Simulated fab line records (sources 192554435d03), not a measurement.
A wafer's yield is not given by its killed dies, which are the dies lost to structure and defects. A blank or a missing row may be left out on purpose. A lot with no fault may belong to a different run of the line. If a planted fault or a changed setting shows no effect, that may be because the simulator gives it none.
Matching of chambers	flow n5-finfet	N5_BEOL_M5_ETCH_67 on rie-diel-06 has 4 sister chambers
The step etches SiARC in CF4, target depth 15.6 nm, time 26 s. 8 wafers are shown with their chamber, then 10 later ones without.

== WAFERS, EACH WITH ITS CHAMBER ==
wafer	chamber	showerhead-plenum-p-Torr (Torr)	drypump-motor-current-A (A)
L082.3	0	2.21	5.5
L087.4	0	2.20	5.5
L087.6	3	2.03	6.4
L091.2	1	2.06	5.9
L091.3	2	2.05	5.5
L091.6	1	2.06	5.9
L094.1	3	2.03	6.4
L094.2	2	2.05	5.4

== WAFERS WITHOUT THEIR CHAMBER ==
wafer	showerhead-plenum-p-Torr (Torr)	drypump-motor-current-A (A)
L094.4	2.05	5.9
L093.1	2.05	5.9
L093.2	2.05	5.5
L093.3	2.03	6.4
L093.4	2.20	5.5
L093.5	2.05	5.5
L093.6	2.05	5.9
L097.4	2.02	6.4
L097.5	2.05	5.9
L097.6	2.05	5.5

== THE CHAMBER EACH PASSED THROUGH ==
wafer	from the rows above	in truth
L094.4	1	1
L093.1	1	1
L093.2	2	2
L093.3	3	3
L093.4	0	0
L093.5	2	2
L093.6	1	1
L097.4	3	3
L097.5	1	1
L097.6	2	2
Placed correctly: 10 of 10. Left unplaced by these rows: 0. Wrongly placed: 0.
How it was worked out, from the rows above alone: a wafer's distance from a chamber is the root of the sum, over the readings, of the square of ((its reading less the chamber's mean) divided by the reading's scatter). The wafer belongs to the nearest chamber; if the next one is less than 2 further off, it can't be placed. A chamber's mean is the mean of its shown wafers. The scatter: take each reading less its chamber's mean, square it, sum over the shown wafers, divide by the number of wafers less the number of chambers, and take the root.
